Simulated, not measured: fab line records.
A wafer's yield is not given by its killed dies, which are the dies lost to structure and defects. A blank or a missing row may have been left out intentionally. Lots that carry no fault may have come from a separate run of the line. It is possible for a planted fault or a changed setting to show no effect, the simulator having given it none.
Chamber matching ; flow n5Finfet ; N5_ZERO_LAYER_ETCH_18 on rieSi-03 has 4 sister chambers
The step etches Si in HBr/Cl2, target depth 120 nm, time 40 s. 27 wafers are shown with their chamber, then 12 later ones without.

== WAFERS, EACH WITH ITS CHAMBER ==
wafer;chamber;drypumpMotorCurrentA (A);throttleValvePct (%);oesProductAu (a.u.)
L075.1;2;5.6;35.5;0.988
L075.4;3;5.2;36.5;1.008
L075.5;2;5.6;35.6;0.988
L078.1;1;6.5;35.9;1.029
L078.5;3;5.2;36.5;1.013
L078.6;2;5.6;35.6;0.989
L079.1;2;5.6;35.6;0.987
L079.4;0;5.5;35.6;0.973
L079.5;2;5.6;35.6;0.996
L080.3;3;5.2;36.5;1.005
L080.4;0;5.5;35.6;0.975
L080.5;2;5.6;35.6;0.988
L081.2;2;5.6;35.6;0.989
L081.3;0;5.5;35.6;0.972
L081.6;1;6.4;36.0;1.030
L082.3;2;5.6;35.6;0.988
L082.5;3;5.2;36.5;1.003
L082.6;0;5.5;35.6;0.969
L088.4;1;6.4;35.9;1.025
L088.5;1;6.4;36.0;1.031
L088.6;2;5.6;35.5;0.981
L089.1;3;5.1;36.6;1.005
L089.3;0;5.5;35.6;0.980
L089.5;2;5.6;35.6;0.991
L091.2;3;5.2;36.6;1.001
L091.4;2;5.6;35.6;0.977
L091.6;0;5.5;35.6;0.979

SIGNATURES (means of the wafers above)
reading;chamber 0;chamber 1;chamber 2;chamber 3;scatter within a chamber
drypumpMotorCurrentA;5.500;6.425;5.600;5.183;0.0262
throttleValvePct;35.600;35.950;35.582;36.533;0.0415
oesProductAu;0.97467;1.02875;0.98745;1.00583;0.00438
Rule: distance of a wafer from a chamber = root of the sum over the readings of ((wafer's reading minus chamber's mean) / reading's scatter) squared. The wafer belongs to the nearest chamber; if the next one is less than 2 further off, it can't be placed. The scatter is the square root of a quotient: the sum, over the shown wafers, of each reading's squared deviation from its chamber's mean, divided by wafers minus chambers.

== WAFERS WITHOUT THEIR CHAMBER ==
wafer;drypumpMotorCurrentA (A);throttleValvePct (%);oesProductAu (a.u.)
L092.1;5.5;35.6;0.974
L092.2;5.6;35.6;0.980
L092.3;6.5;35.9;1.036
L093.2;5.5;35.6;0.982
L093.4;5.6;35.6;0.988
L093.5;6.4;36.0;1.025
L094.1;5.5;35.6;0.970
L094.4;6.4;35.9;1.026
L094.5;5.6;35.6;0.981
L097.3;5.6;35.6;0.986
L097.4;5.5;35.6;0.974
L097.5;5.5;35.6;0.978

== EACH ONE'S CHAMBER ==
wafer;from the rows above;in truth
L092.1;0;0
L092.2;2;2
L092.3;1;1
L093.2;0;0
L093.4;2;2
L093.5;1;1
L094.1;0;0
L094.4;1;1
L094.5;2;2
L097.3;2;2
L097.4;0;0
L097.5;0;0
Correctly placed: 12 of 12. Left unplaced by these rows: 0. Wrongly placed: 0.
